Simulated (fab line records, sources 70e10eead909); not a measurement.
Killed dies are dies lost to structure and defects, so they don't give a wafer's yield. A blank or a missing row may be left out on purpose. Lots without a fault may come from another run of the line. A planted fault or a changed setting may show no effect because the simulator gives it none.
A struck lot beside a sound one | flow nand_harc | 18 steps out of a route of 1302
Sound: wafers L833.2, L833.3, L833.5. Struck: wafers L846.1, L846.2, L846.6. The cause comes at the end.
At each step with rows: each side's tool, then ch and its chambers, then its first start. Under that, the readings that differ: sound wafers | struck wafers | difference of the means | sigmas: that difference in standard deviations of wafers without a fault.
alike: readings whose means differ by less than 2 such deviations, and words and numbers that are the same on both sides. not compared: withheld readings, readings that some wafer has no value for, bounds like >300 that may hide the same value, and numbers for which the record gives no deviation and whose values overlap.
The two part at a step that has a row with sigmas, a row that says differs or no value, or rows on one side only. Numbers that don't overlap but have no deviation are shown without sigmas and don't part them. A reading that every wafer of one side lacks parts them only if that side has two wafers or more.

NHARC_P_ZERO_WELL_CD_MEAS_24: target cd 720 nm.
  sound on cd_sem-03 ch 0, day 3 14:41; struck on cd_sem-03 ch 0, day 9 00:20
  alike: cd_nm
then, 1 step without rows for these wafers: NHARC_P_ZERO_WELL_HARDBAKE_25 (time 80 s).
NHARC_P_ZERO_WELL_DESCUM_26: chemistry O2, time 3 s.
  sound on rie_diel-02 ch 0,2, day 3 14:52; struck on rie_diel-02 ch 0,2, day 9 00:30
  alike: drypump_motor_current_A, oes_product_au, rf_vpp_V, showerhead_plenum_p_Torr, throttle_valve_pct
  not compared: rf_hours_counter_h
then, 9 steps without rows for these wafers: NHARC_P_ZERO_WELL_IMPLANT_27; NHARC_P_ZERO_WELL_IMPLANT_57; NHARC_P_ZERO_WELL_IMPLANT_58; NHARC_P_ZERO_WELL_STRIP_28 (strips in SPM, time 840 s); NHARC_P_ZERO_WELL_DEHYDRATE_29 (time 120 s); NHARC_P_ZERO_WELL_HMDS_30 (time 30 s); NHARC_P_ZERO_WELL_COAT_31; NHARC_P_ZERO_WELL_SOFTBAKE_32 (time 95 s); NHARC_P_ZERO_WELL_EBR_33.
NHARC_P_ZERO_WELL_EXPOSE_34: exposes mask P PWELL, target cd 720 nm.
  sound on krf_scanner-04 ch 0, day 3 16:03; struck on krf_scanner-03 ch 0, day 9 01:49
  reading | sound                         | struck                     | difference | sigmas
  mask    | P_PWELL#0 P_PWELL#0 P_PWELL#0 | P_HVPW#0 P_HVPW#0 P_HVPW#0 | differs    |
then, 2 steps without rows for these wafers: NHARC_P_ZERO_WELL_PEB_35 (peb time 85 s); NHARC_P_ZERO_WELL_DEVELOP_36 (time 70 s).
NHARC_P_ZERO_WELL_CD_MEAS_37: target cd 720 nm.
  sound on cd_sem-03 ch 0, day 3 16:12; struck on cd_sem-01 ch 0, day 9 01:59
  reading    | sound             | struck | difference                    | sigmas
  cd_nm (nm) | 721.4 721.6 722.3 | - - -  | no value on the struck wafers |
then, 1 step without rows for these wafers: NHARC_P_ZERO_WELL_HARDBAKE_38 (time 80 s).
-- the record jumps here: 24 days lie between the struck wafers' starts before and after (it left off in module P_ZERO_WELL and takes up again in module END, whose first step shown is number 1302 of the route) --
NHARC_END_SORT_01:
  sound on prober-01 ch 0, day 25 22:28; struck on prober-01 ch 0, day 32 17:28
  reading             | sound    | struck                                                               | difference                   | sigmas
  hold                | - - -    | await_dispo/1.3h/scrap await_dispo/1.3h/scrap await_dispo/1.3h/scrap | no value on the sound wafers |
  killed_at_other     | 3 4 2    | 0 0 0                                                                | -3                           | -3
  killed_at_periphery | 5 8 5    | 622 617 624                                                          | +615                         | +99 or more
  killed_dies         | 28 37 26 | 677 677 677                                                          | +647                         | +34
  alike: killed_at_array, killed_open, killed_short

WHERE THEY PART
First at NHARC_P_ZERO_WELL_EXPOSE_34; last, within this record, at NHARC_END_SORT_01.

WHY: what the simulator had put in
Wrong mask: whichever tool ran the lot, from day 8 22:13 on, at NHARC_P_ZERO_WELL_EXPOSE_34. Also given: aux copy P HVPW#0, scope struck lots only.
